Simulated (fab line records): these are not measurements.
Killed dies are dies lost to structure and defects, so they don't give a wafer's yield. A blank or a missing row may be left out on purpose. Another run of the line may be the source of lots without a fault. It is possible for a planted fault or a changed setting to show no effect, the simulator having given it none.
fab line records ; flow n5-finfet
record lots=4; wafers=12; last-day=18
route steps=1938 shown BEOL_M10@1527 BEOL_M11@1536 PASSIVATION@1936
lots untouched by any fault: they come from a run of this same line in which no faults occurred
start-h: hours from the record's opening day to when the first of the lot's shown wafers began ; wait-h: hours from the lot's prior step to this one ; " as in the row above ; L1.1+2: a row that stands for several wafers ; - no value present, or no start provided ; * or withheld: withheld ; < > ~ a bound
route shown NAME@n: a module of which the file shows steps, and the number in the route of the first ; usual: mean/standard deviation taken from wafers without a fault ; same: alike in all rows ; chamber/n: place in a boat ; sites: each site's reading ; _std_site: the standard deviation of these ; _edge_site: the outer-site mean with the inner-site mean subtracted ; radius-mm: for every site, how far away it sits from the centre of the wafer ; mask NAME#n: copy n ; behind: the last tool/chamber to shape the wafer ; hold: why the lot went on hold/how many hours it stayed there/how the hold came to an end ; device: which transistor (n, p or np) failed to switch ; end of line: the same wafers' tests at the end of the route ; for a step that has no rows: nothing shown but its recipe ; killed: not the wafer's yield, but the dies lost to structure and defects at the first sort ; map: a wafer's dies, marking killed ones x, the rest . and places with no die _
set.NAME: the setting as run; set.NAME@STEP: as run at that earlier step ; model.NAME: the simulator's own value behind a step, which no gauge read
certain route steps with their lots: each step a table, each wafer a row
services: from which hour (start-h, from the record's first day; less than 0 if before it) a tool's chamber was out of use, for how many hours, and why
## steps
# step N5_BEOL_M10_SPUTTER_48
# recipe material=Cu; target-thk-a=120; temp-c=-20; bias-v=60; power-w=26000; chamber-pressure-pa=0.13; time-s=2
# step N5_BEOL_M10_ECD_50
# recipe material=Cu; target-thk-a=3180
# step N5_BEOL_M10_ANNEAL_51
# recipe temp-c=225; time-s=90; ambient=N2
# step N5_BEOL_M10_CMP_52
# recipe stop-on=SiCOH_lowk; t-overpolish-s=7; down-force-psi=1; platen-rpm=50; clearing-platen-down-force-psi=1.5; clearing-platen-rpm=50; post-cmp-clean=cu-alkaline; target-thk-nm=140; clearing-platen-pad-velocity-m-s=0.99484; pad-velocity-m-s=0.99484
# step N5_BEOL_M10_PRE_CLEAN_55
# recipe gas=NH3; time-s=15; temp-c=withheld; rf-power-w=300
# step N5_BEOL_M10_DEP_56
# recipe material=SiCN; target-thk-a=150; temp-c=withheld; precursor=3MS/NH3; pressure-torr=3; rf-w=202; time-s=26.5
# step N5_BEOL_M11_ILD_DEP_00
# recipe material=SiCOH_lowk; target-thk-a=3085.1; temp-c=300; precursor=DEMS/porogen; pressure-torr=5; rf-w=500; time-s=58
# step N5_BEOL_M11_CURE_71
# recipe temp-c=385; time-s=240; ambient=He/Ar; material=SiCOH_lowk
# step N5_BEOL_M11_PECVD_70
# recipe material=SiO2; target-thk-a=200; temp-c=400; precursor=TEOS/O2; pressure-torr=5.5; rf-w=450; teos-flow-sccm=53.8; gas=O2; flow-sccm=3000; time-s=22.7
# usual heater-power-w=709/77; showerhead-plenum-p-Torr=8.77/0.048; throttle-valve-pct=23.1/1.7
lot.wafer;tool;chamber;start-h;wait-h;heater-power-w;showerhead-plenum-p-Torr;throttle-valve-pct
L817.2;pecvd-04;0;268.86;0.0;685;8.80;25.3
L817.4;pecvd-04;2;268.86;0.0;589;8.74;21.7
L817.6;pecvd-04;1;268.86;0.0;753;8.81;21.4
L827.4;pecvd-04;2;342.00;0.1;655;8.72;21.8
L827.5;pecvd-04;0;342.00;0.1;631;8.78;25.4
L827.6;pecvd-04;1;342.00;0.1;834;8.81;21.3
L830.1;pecvd-04;1;368.16;0.0;718;8.82;21.4
L830.2;pecvd-04;0;368.16;0.0;763;8.79;25.2
L830.5;pecvd-04;0;368.16;0.0;756;8.79;25.0
L832.1;pecvd-02;2;368.87;0.0;624;8.77;22.8
L832.4;pecvd-02;2;368.87;0.0;645;8.74;22.6
L832.5;pecvd-02;1;368.87;0.0;702;8.71;23.4
# step N5_BEOL_M11_HM_DEP_02
# recipe material=TiN; target-thk-a=200; temp-c=25; chamber-pressure-pa=0.49996
# step N5_BEOL_M11_COAT_59
# recipe resist=SOC; temp-c=250; time-s=60; spin-rpm=1500; resist-thk-nm=100
# step N5_BEOL_M11_COAT_60
# recipe resist=SiARC; temp-c=220; time-s=60; spin-rpm=1500; resist-thk-nm=30
# step N5_BEOL_M11_COAT_05
# recipe resist=CAR-ArF; spin-rpm=1500; resist-thk-nm=90
# step N5_BEOL_M11_EBR_07
# recipe solvent=PGMEA; ebr-width-mm=1.5
# step N5_BEOL_M11_SOFTBAKE_06
# recipe temp-c=110; time-s=60; resist=CAR-ArF
# step N5_BEOL_M11_EXPOSE_08
# recipe mask-id=M11; na=1.35; source-shape=dipole; sigma-inner=0.411; sigma-outer=0.611; polarization=te; dose-mj=53.75
# step N5_BEOL_M11_PEB_09
# recipe peb-temp-c=withheld; peb-time-s=60; resist=CAR-ArF
# step N5_BEOL_M11_DEVELOP_10
# recipe develop-time-s=30; developer=TMAH; resist=CAR-ArF; rinse-liquid=diw; dry=air-spin; dev-temp-c=23
# step N5_BEOL_M11_INSPECT_13
# recipe mode=adi; inspect-instrument=brightfield
# usual raw-defect-count=406/120
lot.wafer;tool;chamber;start-h;wait-h;raw-defect-count
L817.2;defect-inspect-01;-;271.25;0.0;477
L817.4;defect-inspect-01;-;271.25;0.0;697
L817.6;defect-inspect-01;-;271.25;0.0;552
L827.4;defect-inspect-02;-;343.98;0.0;371
L827.5;defect-inspect-02;-;343.98;0.0;426
L827.6;defect-inspect-02;-;343.98;0.0;859
L830.1;defect-inspect-02;-;370.07;0.0;767
L830.2;defect-inspect-02;-;370.07;0.0;421
L830.5;defect-inspect-02;-;370.07;0.0;290
L832.1;defect-inspect-02;-;370.59;0.0;710
L832.4;defect-inspect-02;-;370.59;0.0;612
L832.5;defect-inspect-02;-;370.59;0.0;488
# step N5_BEOL_M11_DESCUM_16
# recipe chemistry=O2; time-s=7.9; source-power-w=50; bias-power-w=20; pressure-mtorr=20; rf-frequency-hz=2.712e+07; temp-c=40; resist=CAR-ArF; o2-flow-sccm=225
# step N5_BEOL_M11_ETCH_61
# recipe chemistry=CF4; target=SiARC; target-depth-a=390; mask-material=CAR-ArF; time-s=65; ion-energy-ev=80; pressure-mtorr=40; source-w=545; bias-w=36; Ar_flow_sccm=100; cf4-flow-sccm=100; ends=cleared
# step N5_BEOL_M11_ETCH_62
# recipe chemistry=N2/H2; target=SOC; target-depth-a=1100; overetch-a=220; mask-material=SiARC; temp-c=40; time-s=165; ion-energy-ev=200; pressure-mtorr=30; source-w=840; bias-w=150; n2-flow-sccm=200; h2-flow-sccm=200
# step N5_BEOL_M11_STRIP_68
# recipe chemistry=N2/H2; temp-c=40; n2-flow-sccm=200; h2-flow-sccm=200; rf-frequency-hz=6e+07
# step N5_BEOL_M11_STRIP_67
# recipe chemistry=CF4; resist=SiARC; power-w=300; bias-power-w=75; pressure-mtorr=50; cf4-flow-sccm=150; rf-frequency-hz=6e+07
# step N5_BEOL_M11_HM_OPEN_17
# recipe chemistry=Cl2/BCl3; target-depth-a=200; overetch-a=60; target=TiN; mask-material=SOC; ion-energy-ev=150; pressure-mtorr=10; icp-w=1000; bias-w=126; Cl2_flow_sccm=53.25; bcl3-flow-sccm=21.75; Ar_flow_sccm=25
# step N5_BEOL_M11_STRIP_19
# recipe chemistry=O2; power-w=400; temp-c=40; pressure-mtorr=30; rf-frequency-hz=6e+07; bias-power-w=0; overash-fraction=0.2; o2-flow-sccm=225
# step N5_BEOL_M11_COAT_63
# recipe resist=SOC; temp-c=250; time-s=60; spin-rpm=1500; resist-thk-nm=100
# step N5_BEOL_M11_COAT_64
# recipe resist=SiARC; temp-c=220; time-s=60; spin-rpm=1500; resist-thk-nm=30
# step N5_BEOL_M11_COAT_22
# recipe resist=CAR-ArF; spin-rpm=1500; resist-thk-nm=90
# step N5_BEOL_M11_EBR_24
# recipe solvent=PGMEA; ebr-width-mm=1.5
# step N5_BEOL_M11_SOFTBAKE_23
# recipe temp-c=110; time-s=60; resist=CAR-ArF
# step N5_BEOL_M11_EXPOSE_25
# recipe mask-id=V10; na=1.35; source-shape=annular; sigma-inner=0.5; sigma-outer=0.8; polarization=unpolarized; dose-mj=85.5
# step N5_BEOL_M11_PEB_26
# recipe peb-temp-c=withheld; peb-time-s=60; resist=CAR-ArF
# step N5_BEOL_M11_DEVELOP_27
# recipe develop-time-s=30; developer=TMAH; resist=CAR-ArF; rinse-liquid=diw; dry=air-spin; dev-temp-c=23
# step N5_BEOL_M11_INSPECT_30
# recipe mode=adi; inspect-instrument=brightfield
# usual raw-defect-count=414/120
lot.wafer;tool;chamber;start-h;wait-h;raw-defect-count
L817.2;defect-inspect-02;-;273.63;0.0;508
L817.4;defect-inspect-02;-;273.63;0.0;770
L817.6;defect-inspect-02;-;273.63;0.0;669
L827.4;defect-inspect-01;-;346.57;0.0;312
L827.5;defect-inspect-01;-;346.57;0.0;377
L827.6;defect-inspect-01;-;346.57;0.0;795
L830.1;defect-inspect-02;-;371.03;0.0;774
L830.2;defect-inspect-02;-;371.03;0.0;421
L830.5;defect-inspect-02;-;371.03;0.0;292
L832.1;defect-inspect-02;-;373.91;0.0;710
L832.4;defect-inspect-02;-;373.91;0.0;643
L832.5;defect-inspect-02;-;373.91;0.0;445
# step N5_PASSIVATION_PROBE_49
# usual defect-limited-yield=91.2/1.5; killed_at_M0_to_M3=32/9.6; killed_at_M4_up=13/5.3; killed-at-contacts=13/6.7; killed-at-front-end=42/11; killed-at-other=3.8/2.9; killed-dies=103/17; killed-open=67/13; killed-short=35/7.9; sort_bin_5_function=5.2/0.94; sort_bin_6_memory=3.3/0.64; sort-n-pass=1077/17; sort-yield-pct=91.2/1.5
# same gross-dies=1180; killed-at-back-side=0; sort_bin_4_leakage[%]=0; sort_bin_8_speed[%]=0
lot.wafer;tool;chamber;start-h;wait-h;defect-limited-yield[%];killed_at_M0_to_M3;killed_at_M4_up;killed-at-contacts;killed-at-front-end;killed-at-other;killed-dies;killed-open;killed-short;sort_bin_5_function[%];sort_bin_6_memory[%];sort-n-pass;sort-yield-pct[%]
L827.4;prober-01;-;402.36;0.2;92.9;29;16;10;26;3;84;65;17;4.4;2.6;1096;92.9
L827.5;prober-01;-;402.41;0.2;92.6;29;8;17;29;4;87;59;28;3.8;3.2;1093;92.6
L827.6;prober-01;-;402.46;0.3;83.1;21;124;18;32;5;200;47;37;11.0;4.1;980;83.1
L830.1;prober-02;-;424.52;0.0;81.9;30;130;17;35;1;213;64;34;10.9;4.4;967;81.9
# killed by level:class
L827.4 MOL_CONTACT_COAG:geometric-particle:open=9 BEOL_M1:geometric-particle:open=9 STI_FIN_REVEAL:geometric-particle:open=8 BEOL_M0_SAQP:geometric-particle:open=6 FIN_SAQP:geometric-particle:open=5 BEOL_M0_SAQP:geometric-particle:short=5 BEOL_M6:geometric-particle:open=5 DUMMY_GATE:geometric-particle:open=4
L827.5 MOL_CONTACT_COAG:geometric-particle:open=12 STI_FIN_REVEAL:geometric-particle:open=8 BEOL_M0_SAQP:geometric-particle:open=7 STI_FIN_REVEAL:geometric-particle:short=6 BEOL_M0_SAQP:geometric-particle:short=6 BEOL_M3:geometric-particle:open=6 MOL_CONTACT_COAG:geometric-particle:short=5 BEOL_M1:geometric-particle:open=5
L827.6 BEOL_M11:unspecified=116 MOL_CONTACT_COAG:geometric-particle:open=14 STI_FIN_REVEAL:geometric-particle:open=9 BEOL_M2:geometric-particle:short=7 FIN_SAQP:geometric-particle:short=5 GATE_CUT:geometric-particle:short=5 MOL_CONTACT_COAG:geometric-particle:short=4 BEOL_M0_SAQP:geometric-particle:open=4
L830.1 BEOL_M11:unspecified=114 FIN_SAQP:geometric-particle:open=12 MOL_CONTACT_COAG:geometric-particle:open=9 MOL_CONTACT_COAG:geometric-particle:short=8 BEOL_M2:geometric-particle:open=7 FIN_SAQP:geometric-particle:short=6 DUMMY_GATE:geometric-particle:open=6 BEOL_M0_SAQP:geometric-particle:short=6
# map L827.6 (x killed, . not)
_________________...........x________________
______________.................._____________
___________....x........xx..x......__________
__________..................x.....x._________
________.xx............x.............._______
_______................................______
______...............xx.....xx......x..._____
_____.......x....xx...............x......____
____x..............x...x......x........x..___
___......................x......xx.........__
___...........x...............x.xxx........__
__......x....................x.............._
__x.....................x...xxxx.x..x..x...._
_x.........x..............x.xxxxxxxxx......x.
_.......................xxxxxxxxxxxxxx.......
_.................x......xxxxxxxxxxx.x.......
_.....x........x........x.xxxxxxxxxxx...x....
_......................x.xxxxxxxxxxxxx.......
_..x.x...................xxxxxxxxxxxxxx.....x
_........................xxxxxxxxxxxx..x.....
_...x.....................xxxxxxxxx.x........
__.x..............x....x...xxxxxxxx........._
__..........................x.x....x.x.x..x._
___....x......x............x...x...........__
___xx..xxx...............x......xx.........__
____................x..........x..........___
_____.....x.........x....x........x......____
______.x.x........x.x..................._____
_______...x............................______
________.................x.x......x..._______
__________........................x._________
___________.......x................__________
______________.................._____________
_________________x..........x________________
# map L830.1 (x killed, . not)
_________________.........x..________________
______________...............x.x_____________
___________..................x.....__________
__________x........................._________
________..................x..........._______
_______.....x..x...................x...______
______...................x.............._____
_____......x...x..................x...x..____
____....x............x.........x.......x..___
___...........x......................x....x__
___x.......x............xx....xx...........__
__.x........................xxxx.....x......_
__xx..x...........x.....x.xx.xxxxx.x.x.xxx.._
_.......x......x........x...xxxxxxx.x.....x..
_x.x....................x.xxxxxxxxxxxx.x.....
_.......................xxxxxxxxxxxxx.x......
_....x.................xxxxxxxxxxxxx..xx...x.
_...x.............x.x....xxxxxxxxxxxxx.......
_...............x........xxxxxxxxxxx.x.......
_....................x..x.xxxxxxxxxxx....x...
_........................xxxx.xxxxxx.........
__....x...x..x...........x..xxxx.x..x......x_
__....................xx..x.xx.x.xxx..x....._
___......x..........x......x.x..x..x.......__
___....x...................................__
____......x...............x..x...x......x.___
_____................x..........x........____
______...............x............x...x._____
_______..........................x.x...______
________....x..x.........x...x........_______
__________.................x.x..x..._________
___________......x.............x...__________
______________...x.............._____________
_________________....x.......________________
## services
tool;chamber;start-h;hours;kind
pecvd-04;-;300.67;1.8;repair
## key
first-sign step=N5_BEOL_M11_INSPECT_13; reading=raw-defect-count; direction=up; sigmas=3.5; usual=406; struck=813
effect step=N5_BEOL_M11_INSPECT_30; reading=raw-defect-count; direction=up; sigmas=3.1; usual=414; struck=784
effect step=N5_PASSIVATION_PROBE_49; reading=killed_at_M4_up; direction=up; sigmas=22; usual=13; struck=127
more-kills-born-at N5_BEOL_M11_PECVD_70@pecvd-04=230
met-at N5_BEOL_M11_PECVD_70
struck-wafers L827.6,L830.1
onset-between 268.86 342.00
fault kind=chamber-particle-source; tool=pecvd-04; chamber=1; onset-h=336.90; steps=N5_BEOL_M11_PECVD_70; rate-per-visit-cm2=0.61417; end-h=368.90
